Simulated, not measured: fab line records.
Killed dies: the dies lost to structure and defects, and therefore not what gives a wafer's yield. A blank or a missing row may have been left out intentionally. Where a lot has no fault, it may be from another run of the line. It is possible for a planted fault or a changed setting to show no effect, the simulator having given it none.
Which tool was responsible?    flow n5Finfet    Sampling: 12 lots, 36 wafers, 4 of 1938 route steps

WHAT THE GAUGES SHOWED, per wafer
N5_GATE_CUT_CD_MEAS_13: target cd 20 nm.
lot   measured      on        cdNm (nm)
L075  day 4 17:44   cdSem-03  20.52 19.84 20.48
L077  day 5 08:44   cdSem-03  20.22 19.96 19.76
L079  day 5 23:20   cdSem-01  19.94 19.57 19.61
L081  day 6 05:22   cdSem-02  20.08 19.76 19.77
L083  day 6 18:12   cdSem-03  19.88 19.82 20.05
L085  day 7 05:46   cdSem-03  19.50 19.60 19.94
L087  day 7 21:12   cdSem-01  19.95 19.86 20.44
L089  day 8 05:31   cdSem-03  20.23 20.35 19.83
L091  day 8 17:27   cdSem-03  19.86 19.68 19.89
L093  day 9 04:56   cdSem-03  20.13 20.16 20.15
L095  day 9 21:40   cdSem-02  19.62 20.14 19.96
L097  day 10 07:51  cdSem-01  20.24 20.47 20.39

EACH LOT AND THE TOOL THAT RAN IT (in order: tool; ch and the chambers of the sampled wafers; start)
lot   N5_HKMG_FIN_STRIP_88                 N5_HKMG_FIN_ALD_71                  N5_HKMG_FIN_W_FILL_22
L075  plasmaAsher-01 ch 1, day 4 10:55     aldMetal-03 ch 0,1, day 4 11:24     cvdW-01 ch 1, day 4 13:11
L077  plasmaAsher-02 ch 0,1, day 5 00:24   aldMetal-02 ch 1,2,3, day 5 00:46   cvdW-01 ch 0,1, day 5 02:17
L079  plasmaAsher-01 ch 0,1, day 5 16:49   aldMetal-01 ch 0,1, day 5 17:17     cvdW-02 ch 0, day 5 18:48
L081  plasmaAsher-01 ch 0, day 5 22:56     aldMetal-03 ch 1,3, day 5 23:25     cvdW-02 ch 0,1, day 6 00:55
L083  plasmaAsher-02 ch 0,1, day 6 11:37   aldMetal-01 ch 0,3, day 6 12:13     cvdW-01 ch 0,1, day 6 13:44
L085  plasmaAsher-02 ch 1, day 6 23:01     aldMetal-02 ch 0,1,3, day 6 23:31   cvdW-02 ch 1, day 7 01:01
L087  plasmaAsher-01 ch 0,1, day 7 14:34   aldMetal-01 ch 0,1, day 7 15:03     cvdW-01 ch 0,1, day 7 16:41
L089  plasmaAsher-01 ch 0,1, day 7 22:37   aldMetal-03 ch 0,2,3, day 7 23:06   cvdW-02 ch 0,1, day 8 00:36
L091  plasmaAsher-01 ch 0,1, day 8 09:47   aldMetal-01 ch 0,1,3, day 8 10:17   cvdW-01 ch 0,1, day 8 11:47
L093  plasmaAsher-02 ch 0,1, day 8 22:16   aldMetal-02 ch 1,2, day 8 22:44     cvdW-02 ch 0,1, day 9 00:25
L095  plasmaAsher-01 ch 1, day 9 14:58     aldMetal-02 ch 0,1,3, day 9 15:27   cvdW-01 ch 0, day 9 16:58
L097  plasmaAsher-01 ch 0,1, day 10 01:16  aldMetal-01 ch 1,2,3, day 10 01:41  cvdW-02 ch 0,1, day 10 03:16
- N5_HKMG_FIN_STRIP_88: strips in N2/H2, time 360 s.
- N5_HKMG_FIN_ALD_71: deposits TiN, target thk 1 nm, pulse time 1 s, purge time 3 s.
- N5_HKMG_FIN_W_FILL_22: material W, target thk 60 nm, time 18.2 s.

THE ANSWER, worked out from the rows above alone
Rule: the usual values come from the lots themselves. Put in order of their means at a reading, lots are off if they are a third of the lots or fewer, leave a main group of 4 or more, and stand apart from it by a gap of 3 or more times the standard deviation of the main group's means; of several such gaps the widest counts. A main group whose means are all the same, to the digits that the tables above print for the reading, isn't used. Also off: a lot with no number at a reading for which 4 or more lots have one. Any other lot the step has rows for is counted as sound.
Across all readings shown, no lot is off: no conclusion can be drawn from this.

WHAT WAS PUT IN BY THE SIMULATOR
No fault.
